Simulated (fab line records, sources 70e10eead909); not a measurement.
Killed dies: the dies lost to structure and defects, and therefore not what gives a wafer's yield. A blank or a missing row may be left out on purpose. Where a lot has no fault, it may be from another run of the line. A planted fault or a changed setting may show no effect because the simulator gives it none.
What tool caused it?	flow nand_harc	12 lots with 36 wafers sampled at 6 steps, on a route of 1302 steps

WHAT THE GAUGES READ, wafer by wafer
NHARC_P_GATE_CD_MEAS_91 targets a cd of 2000 nm.
lot	measured	on	cd_nm (nm)
L475	day 6 07:15	cd_sem-01	1997.0 1998.9 1998.4
L477	day 6 23:47	cd_sem-01	2002.5 2002.7 2000.5
L478	day 7 00:28	cd_sem-02	1997.9 1999.0 1998.3
L479	day 7 12:51	cd_sem-03	1998.8 2001.7 2000.1
L480	day 8 03:31	cd_sem-03	2002.4 1999.6 2000.4
L481	day 8 19:26	cd_sem-02	1999.7 1998.1 1998.7
L482	day 9 06:58	cd_sem-01	2004.3 2001.9 1999.6
L483	day 9 11:08	cd_sem-01	2000.9 2001.8 2002.4
L484	day 10 04:15	cd_sem-02	1998.3 1997.2 1997.2
L485	day 10 02:19	cd_sem-03	1999.0 1998.6 1998.9
L489	day 11 21:50	cd_sem-03	1997.3 1998.8 2001.5
L493	day 13 15:46	cd_sem-02	1998.2 1997.3 1998.9

NHARC_P_GATE_INSPECT_68.
lot	measured	on	raw_defect_count
L475	day 6 10:23	defect_inspect-01	129 169 151
L477	day 7 02:56	defect_inspect-01	130 110 170
L478	day 7 03:41	defect_inspect-02	199 98 185
L479	day 7 15:56	defect_inspect-02	133 183 209
L480	day 8 06:36	defect_inspect-01	182 238 206
L481	day 8 22:38	defect_inspect-02	280 248 336
L482	day 9 10:02	defect_inspect-02	119 152 202
L483	day 9 14:14	defect_inspect-02	115 170 132
L484	day 10 07:20	defect_inspect-01	329 215 229
L485	day 10 05:22	defect_inspect-01	211 139 223
L489	day 12 00:59	defect_inspect-02	203 316 406
L493	day 13 18:49	defect_inspect-01	221 971 320

NHARC_END_SORT_01.
lot	measured	on	killed_at_array	killed_at_other	killed_at_periphery	killed_dies	killed_open	killed_short
L489	day 31 09:10	prober-02	71 79 76	0 0 0	5 3 4	76 82 80	3 4 6	4 3 3
L493	day 32 11:45	prober-02	32 31 37	2 1 0	2 81 2	36 113 39	4 3 2	3 2 4

EACH LOT AND THE TOOL THAT RAN IT (in order: tool; ch and the chambers of the sampled wafers; start)
lot	NHARC_P_GATE_ETCH_32	NHARC_P_GATE_STRIP_112	NHARC_P_CONTACT_DEP_30
L475	rie_si-02 ch 0,1,3, day 5 16:31	plasma_asher-01 ch 0,1, day 6 06:14	pecvd-02 ch 1,2, day 6 10:40
L477	rie_si-02 ch 0,2,3, day 6 08:58	plasma_asher-02 ch 0,1, day 6 22:37	pecvd-04 ch 1,2, day 7 03:00
L478	rie_si-04 ch 0,2, day 6 09:42	plasma_asher-01 ch 0,1, day 6 23:16	pecvd-02 ch 0,1,2, day 7 03:46
L479	rie_si-04 ch 0,2,3, day 6 21:42	plasma_asher-01 ch 0,1, day 7 11:40	pecvd-03 ch 0,1, day 7 16:02
L480	rie_si-02 ch 0,3, day 7 12:57	plasma_asher-02 ch 0,1, day 8 02:25	pecvd-03 ch 0,1,2, day 8 06:47
L481	rie_si-02 ch 0,1,3, day 8 04:41	plasma_asher-02 ch 0,1, day 8 18:23	pecvd-04 ch 1,2, day 8 22:47
L482	rie_si-04 ch 0,1,3, day 8 16:28	plasma_asher-01 ch 0,1, day 9 05:55	pecvd-04 ch 0,1,2, day 9 10:09
L483	rie_si-05 ch 1,2, day 8 19:52	plasma_asher-02 ch 1, day 9 10:00	pecvd-03 ch 0,1,2, day 9 14:20
L484	rie_si-02 ch 0,1,2, day 9 11:20	plasma_asher-01 ch 0,1, day 10 03:07	pecvd-03 ch 0,1,2, day 10 07:26
L485	rie_si-05 ch 1,2, day 9 11:59	plasma_asher-01 ch 0,1, day 10 01:20	pecvd-02 ch 0,1,2, day 10 05:33
L489	rie_si-05 ch 0,3, day 11 05:05	plasma_asher-01 ch 0, day 11 20:41	pecvd-02 ch 0,1,2, day 12 01:03
L493	rie_si-02 ch 0,1,2, day 13 00:56	plasma_asher-01 ch 0,1, day 13 14:50	pecvd-02 ch 0,1,2, day 13 18:59
- NHARC_P_GATE_ETCH_32: etches the open film in HBr/Cl2, target depth 150 nm, time 100.1 s.
- NHARC_P_GATE_STRIP_112: strips in N2/H2, time 200 s.
- NHARC_P_CONTACT_DEP_30: deposits SiNx, target thk 30 nm.

WHAT THE TOOLS THEMSELVES READ (means of the sampled wafers that have a number; where no wafer has one, the mark that the record gives instead)
NHARC_P_GATE_ETCH_32.
lot	tool	drypump_motor_current_A (A)	oes_product_au (a.u.)	throttle_valve_pct (%)
L475	rie_si-02	5.5	1.003	26.400
L477	rie_si-02	5.6	1.008	26.405
L478	rie_si-04	5.5	0.988	26.407
L479	rie_si-04	5.9	0.999	26.413
L480	rie_si-02	5.8	1.016	26.410
L481	rie_si-02	5.5	1.009	26.397
L482	rie_si-04	6.2	1.001	26.410
L483	rie_si-05	5.9	1.014	26.405
L484	rie_si-02	5.7	1.014	26.404
L485	rie_si-05	6.0	1.016	26.397
L489	rie_si-05	5.4	0.998	26.407
L493	rie_si-02	5.7	1.009	26.410

NHARC_P_GATE_STRIP_112.
lot	tool	drypump_motor_current_A (A)	heater_power_w (W)	rf_refl_power_W (W)
L475	plasma_asher-01	5.2	92	20
L477	plasma_asher-02	6.1	90	18
L478	plasma_asher-01	5.2	91	19
L479	plasma_asher-01	5.2	91	20
L480	plasma_asher-02	6.1	87	22
L481	plasma_asher-02	6.1	89	19
L482	plasma_asher-01	5.2	91	19
L483	plasma_asher-02	6.0	85	24
L484	plasma_asher-01	5.2	86	18
L485	plasma_asher-01	5.3	92	20
L489	plasma_asher-01	5.1	79	18
L493	plasma_asher-01	5.2	91	20

NHARC_P_CONTACT_DEP_30.
lot	tool	heater_power_w (W)
L475	pecvd-02	648
L477	pecvd-04	797
L478	pecvd-02	723
L479	pecvd-03	666
L480	pecvd-03	709
L481	pecvd-04	756
L482	pecvd-04	803
L483	pecvd-03	654
L484	pecvd-03	605
L485	pecvd-02	707
L489	pecvd-02	689
L493	pecvd-02	737

THE ANSWER, worked out from the rows above alone
Rule: usual is defined by the lots themselves. The widest of any qualifying gaps counts: lots, ordered by their means at a reading, are off when they make up no more than a third of the lots, leave a main group of 4 or more, and stand apart from it by 3 or more times the standard deviation of that group's means. A main group is skipped when, at the precision printed for the reading in the tables above, its means are all equal. A lot without any number at a reading at which 4 lots or more have one is off too. All remaining lots with rows at the step are treated as sound. First the gauges in route order, then the tools' own readings, where a lot's mean is used as printed above. At the first step where some lot is off, the reading lying furthest off is the one used; lots without a number count as furthest.
Off at NHARC_P_GATE_INSPECT_68 (raw_defect_count): L493. The main group has a mean of 197 with a standard deviation of 58.
If a tool, at a process step before that reading, ran all the lots that are off and no sound lot after the first of them, it fits. Those tools and the gauges at NHARC_P_GATE_INSPECT_68 are tried in the same way. Can't be told from this: 3 tools fit, rie_si-02 at NHARC_P_GATE_ETCH_32, plasma_asher-01 at NHARC_P_GATE_STRIP_112, defect_inspect-01 at NHARC_P_GATE_INSPECT_68.

WHAT THE SIMULATOR HAD PUT IN
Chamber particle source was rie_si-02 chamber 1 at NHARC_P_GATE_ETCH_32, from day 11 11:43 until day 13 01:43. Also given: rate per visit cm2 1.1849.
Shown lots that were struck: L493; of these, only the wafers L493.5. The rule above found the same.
